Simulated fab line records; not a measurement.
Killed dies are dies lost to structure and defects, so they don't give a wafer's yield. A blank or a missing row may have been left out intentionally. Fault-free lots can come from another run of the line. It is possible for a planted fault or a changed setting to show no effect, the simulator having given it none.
Struck lot and sound lot, side by side + flow n5 finfet + 25 out of 1938 route steps
Sound: wafers L678.2, L678.3, L678.4. Wafers L686.2, L686.6 were the ones struck. Last of all comes the cause.
Order at every step that has rows: each side's tool, ch and its chambers, its first start. Under that, the readings that differ: sound wafers + struck wafers + difference of the means + sigmas: that difference in standard deviations of wafers without a fault.
alike: words and numbers the same on both sides, and readings whose means are apart by under 2 such deviations; not compared: readings that were withheld, readings missing a value for some wafer, numbers with overlapping values and no deviation given by the record, and bounds like >300 which may hide the same value.
Wherever a step has rows on one side only, a row that says differs or no value, or a row with sigmas, the two part there. Non-overlapping numbers with no deviation appear without sigmas and do not part them. Lack of a reading on every wafer of one side parts them only where that side has two or more wafers.

first, 1 step without rows for these wafers: N5_BEOL_M13_HARDBAKE_32 (time 120 s).
N5_BEOL_M13_CD_MEAS_28 targets a cd of 209.5 nm.
  sound on cd sem-01 ch 0, day 11 17:28; struck on cd sem-02 ch 0, day 14 04:22
  alike: cd nm
N5_BEOL_M13_OVL_MEAS_29:
  sound on overlay-01 ch 0, day 11 17:30; struck on overlay-02 ch 0, day 14 04:24
  alike: M13_OVL
N5_BEOL_M13_INSPECT_30: inspects for defects (macro).
  struck on defect inspect-01, day 14 04:26; sound on defect inspect-01, day 11 17:32
  alike: raw defect count
N5_BEOL_M13_DESCUM_33: chemistry O2, time 7.9 s.
  sound on rie diel-05 ch 0,2,3, day 11 18:10; struck on rie diel-05 ch 2,3, day 14 04:28
  alike: drypump motor current A, oes product au, rf vpp V, showerhead plenum p Torr, temp c, throttle valve pct
  not compared: rf hours counter h
then, 5 steps without rows for these wafers: N5_BEOL_M13_ETCH_67 (etches SiARC in CF4, target depth 143 nm, time 238.3 s); N5_BEOL_M13_ETCH_68 (etches SOC in N2/H2, time 355 s); N5_BEOL_M13_STRIP_69 (strips in N2/H2); N5_BEOL_M13_TRENCH_ETCH_34 (etches SiOC in C4F8/O2/Ar, target depth 413.47 nm, time 162.6 s); N5_BEOL_M13_STRIP_70 (strips in C4F8/O2/Ar).
N5_BEOL_M13_OCD_MEAS_35:
  struck on ocd-02, day 14 05:02; sound on ocd-01, day 11 18:45
  alike: trench depth nm
then, 1 step without rows for these wafers: N5_BEOL_M13_STRIP_37 (strips in N2/H2).
N5_BEOL_M13_ETCH_38: etches SiCN in CF4/N2, target depth 67.5 nm, time 71.9 s.
  sound on rie diel-05 ch 0,1,2, day 11 19:13; struck on rie diel-01 ch 0,3, day 14 06:20
| reading                                       | sound             | struck      | difference | sigmas |
|-----------------------------------------------|-------------------|-------------|------------|--------|
| oes product au (a.u.)                         | 0.85 0.70 0.82    | 1.18 1.21   | +0.40      | +6     |
| model.etch.depth nm (nm)                      | 55.56 58.93 56.08 | 92.19 91.65 | +35.06     |        |
| model.SiOC_of_BEOL_M13_ILD_DEP_00.thk nm (nm) | 784.2 795 795.4   | 754.2 765.8 | -31.5      |        |
  alike: drypump motor current A, rf vpp V, showerhead plenum p Torr, throttle valve pct
  not compared: rf hours counter h
then, 2 steps without rows for these wafers: N5_BEOL_M13_PRECLEAN_39 (cleans in residue remover, time 60 s); N5_BEOL_M13_SRD_40 (time 30 s, dry time 30 s).
N5_BEOL_M13_DEGAS_41: time 60 s.
  struck on pvd sputter-01, day 14 07:05; sound on pvd sputter-03, day 11 19:40
  alike: heater power w, susceptor temp C
N5_BEOL_M13_PRE_CLEAN_42: time 30 s.
  struck on pvd sputter-01, day 14 07:07; sound on pvd sputter-03, day 11 19:43
  alike: heater power w, susceptor temp C
N5_BEOL_M13_SPUTTER_43: material TaN, target thk 15 nm, time 24.19 s.
  struck on pvd sputter-01, day 14 07:10; sound on pvd sputter-03, day 11 19:45
  alike: susceptor temp C, throttle valve pct
N5_BEOL_M13_SPUTTER_44: material Ta, target thk 10 nm, time 16.13 s.
  struck on pvd sputter-01, day 14 07:14; sound on pvd sputter-03, day 11 19:50
  alike: susceptor temp C, throttle valve pct
then, 3 steps without rows for these wafers: N5_BEOL_M13_SPUTTER_45 (material Cu, target thk 80 nm, time 13.33 s); N5_BEOL_M13_ECD_47 (material Cu, target thk 936 nm); N5_BEOL_M13_ANNEAL_48 (time 90 s).
N5_BEOL_M13_CMP_49: polishes, stops on SiOC, t overpolish 17.1 s, target thk 420 nm.
  sound on cmp-01 ch 0,1,2, day 11 20:34; struck on cmp-02 ch 0,3, day 14 07:56
| reading                                       | sound           | struck      | difference | sigmas |
|-----------------------------------------------|-----------------|-------------|------------|--------|
| barrier field endpoint s (s)                  | 29.0 28.7 29.1  | 29.9 32.0   | +2.0       | +2     |
| model.SiOC_of_BEOL_M13_ILD_DEP_00.thk nm (nm) | 774.2 785 785.4 | 744.2 755.8 | -31.5      |        |
  alike: motor current A, overpolish run s
N5_BEOL_M13_THK_MEAS_50: measures by xrf.
  struck on film metro-01, day 14 08:12; sound on film metro-01, day 11 20:52
  alike: M13_THK
N5_PASSIVATION_PROBE_49:
  struck on prober-01, day 15 10:40; sound on prober-01, day 12 22:04
  alike: defect limited yield, killed_at_M0_to_M3, killed_at_M4_up, killed at contacts, killed at front end, killed at other, killed dies, killed open, killed short, sort_bin_4_leakage, sort_bin_5_function, sort_bin_6_memory, sort_bin_8_speed, sort n pass, sort yield pct

== WHERE THEY PART ==
Earliest at N5_BEOL_M13_ETCH_38; latest, in this record, at N5_BEOL_M13_CMP_49. Later steps at which nothing parts them and some readings are alike: N5_BEOL_M13_THK_MEAS_50, N5_PASSIVATION_PROBE_49.

WHY: whatever the simulator had introduced
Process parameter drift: rie diel-01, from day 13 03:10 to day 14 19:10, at N5_BEOL_M13_ETCH_38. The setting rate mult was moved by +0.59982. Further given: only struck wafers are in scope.
